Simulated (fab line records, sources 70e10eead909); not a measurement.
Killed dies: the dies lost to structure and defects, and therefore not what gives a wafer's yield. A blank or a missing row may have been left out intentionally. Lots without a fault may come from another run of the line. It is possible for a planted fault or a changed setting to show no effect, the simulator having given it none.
Chamber matching    flow nand-harc    NHARC_A_CHANNEL_FILL_D1_ALD_25 on ald-hk-03 has 4 sister chambers
The step deposits SiOx, target thk 60 nm, pulse time 10 s, ald cycles 600. 8 wafers are shown with their chamber, then 8 later ones without.

== WAFERS, EACH WITH ITS CHAMBER ==
wafer   chamber  heater-power-w (W)  precursor-pulse-height-rel
L074.1  2        480                 0.966
L078.2  2        493                 0.988
L079.6  0        498                 0.996
L080.5  0        507                 1.006
L082.2  1        357                 1.013
L082.1  3        461                 0.987
L082.5  1        368                 1.012
L087.1  3        468                 1.036

== WAFERS WHOSE CHAMBER IS MISSING ==
wafer   heater-power-w (W)  precursor-pulse-height-rel
L087.3  369                 0.996
L087.5  465                 1.011
L091.1  463                 0.977
L091.2  509                 0.977
L091.3  364                 1.001
L093.1  370                 0.987
L093.3  476                 0.981
L093.6  373                 1.034

== CHAMBER TAKEN BY EACH ==
wafer   from the rows above      in truth
L087.3  1                        1
L087.5  3                        3
L091.1  can't be placed: 3 or 2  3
L091.2  can't be placed: 0 or 2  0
L091.3  1                        1
L093.1  1                        1
L093.3  can't be placed: 2 or 3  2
L093.6  1                        1
Placed correctly: 5 of 8. These rows do not allow placing 3 (true chamber among the candidates in 3). Wrongly placed: 0.
How it was worked out, from the rows above alone: a wafer's distance from a chamber is the root of the sum, over the readings, of the square of ((its reading less the chamber's mean) divided by the reading's scatter). If the next closest chamber is less than 2 further off than the closest, the wafer can't be placed; otherwise it belongs to the closest. The mean given for a chamber averages the wafers shown for that chamber. How the scatter is found: for the shown wafers, subtract from each reading the mean of its chamber, square and add these, divide the total by (wafers less chambers), then take the root.
